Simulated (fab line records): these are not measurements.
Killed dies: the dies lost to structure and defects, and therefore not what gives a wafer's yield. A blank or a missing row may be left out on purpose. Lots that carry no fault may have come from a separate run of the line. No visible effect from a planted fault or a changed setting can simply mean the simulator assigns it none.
2 desks, one fault    flow n5_finfet    each desk has only its own numbers; what lay behind them comes last

## METROLOGY DESK
Means of the sampled wafers that have a number, per lot and without regard to the tool the lot ran on: this is what the gauges read. The brackets show how far a lot's mean lies from the usual mean; more than 4 standard deviations puts the lot out of limits, marked OUT. Of its 11 readings 7 are shown: those that lie furthest out on some lot.
Columns: A = VG_OVL at N5_MOL_CONTACT_COAG_OVL_MEAS_85, usual 0.3 nm; B = DIBL_N at N5_BEOL_M4_RC_MEAS_101, usual 35.8 mV/V; C = DIBL_P at N5_BEOL_M4_RC_MEAS_101, usual 35.3 mV/V; D = IOFF_N at N5_BEOL_M4_RC_MEAS_101, usual 0.150 nA/um; E = IOFF_P at N5_BEOL_M4_RC_MEAS_101, usual 0.194 nA/um; F = VT_N at N5_BEOL_M4_RC_MEAS_101, usual 251 mV; G = VT_P at N5_BEOL_M4_RC_MEAS_101, usual -252 mV
lot   first seen here  A     B     C     D      E      F    G
L372  day 6 03:29      0.8   36.3  35.3  0.156  0.189  251  -250
L373  day 6 13:10      -0.4  33.3  32.5  0.116  0.147  255  -255
L375  day 7 00:55      -0.1  34.2  35.8  0.149  0.210  249  -248
L376  day 7 11:02      -0.4  36.4  35.5  0.154  0.223  250  -246
L378  day 7 19:45      -0.9  35.4  33.9  0.143  0.183  252  -252
L382  day 8 19:02      1.1   37.7  34.9  0.173  0.205  248  -251
L387  day 10 00:16     0.9   36.2  34.5  0.165  0.226  246  -247
L388  day 10 05:46     0.1   33.5  32.6  0.128  0.156  252  -255
L390  day 10 21:54     0.5   37.0  35.5  0.168  0.218  249  -250
This desk's verdict: no lot among the 9 shows anything out of limits.

## DESK OF THE TOOL OWNER: litho_track-04
The tool's own readings at N5_MOL_CONTACT_COAG_COAT_64 (time 60 s, resist thk 10 nm): means of the sampled wafers that have a number, for each lot that ran on this tool. The brackets show how far a lot's mean lies from the usual mean; more than 4 standard deviations puts the lot out of limits, marked OUT.
Columns: A = chill_plate_temp_C at N5_MOL_CONTACT_COAG_COAT_64, usual 23.01 C; B = spin_speed_rpm at N5_MOL_CONTACT_COAG_COAT_64, usual 1499.9 rpm
lot   first seen here  A      B
L375  day 7 01:53      22.96  1499.5
L376  day 7 11:59      23.01  1500.5
L378  day 7 20:44      23.00  1498.4
L382  day 8 22:13      22.97  1445.9 (-49) OUT
L387  day 10 01:41     22.97  1446.1 (-49) OUT
This desk finds L382, L387 out of limits, L382 being first, at day 8 22:13 (spin_speed_rpm at N5_MOL_CONTACT_COAG_COAT_64). L375, L376, L378 stayed within limits.

## ALL TOGETHER
The tool owner's desk could have raised an alarm at day 8 22:13, on L382, L387.
At the metrology desk, nothing out of limits was observed.
The metrology desk holds a record of L382, L387, inside its limits.
Every lot named ran N5_MOL_CONTACT_COAG_COAT_64 on litho_track-04.

## WHAT HAD BEEN PUT IN BY THE SIMULATOR
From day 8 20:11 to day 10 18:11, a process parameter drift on litho_track-04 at N5_MOL_CONTACT_COAG_COAT_64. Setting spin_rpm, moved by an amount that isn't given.
Lots struck among those shown: L382, L387.
Time in hours from fault onset to the first out-of-limits reading at each desk: the tool owner's desk, 2.
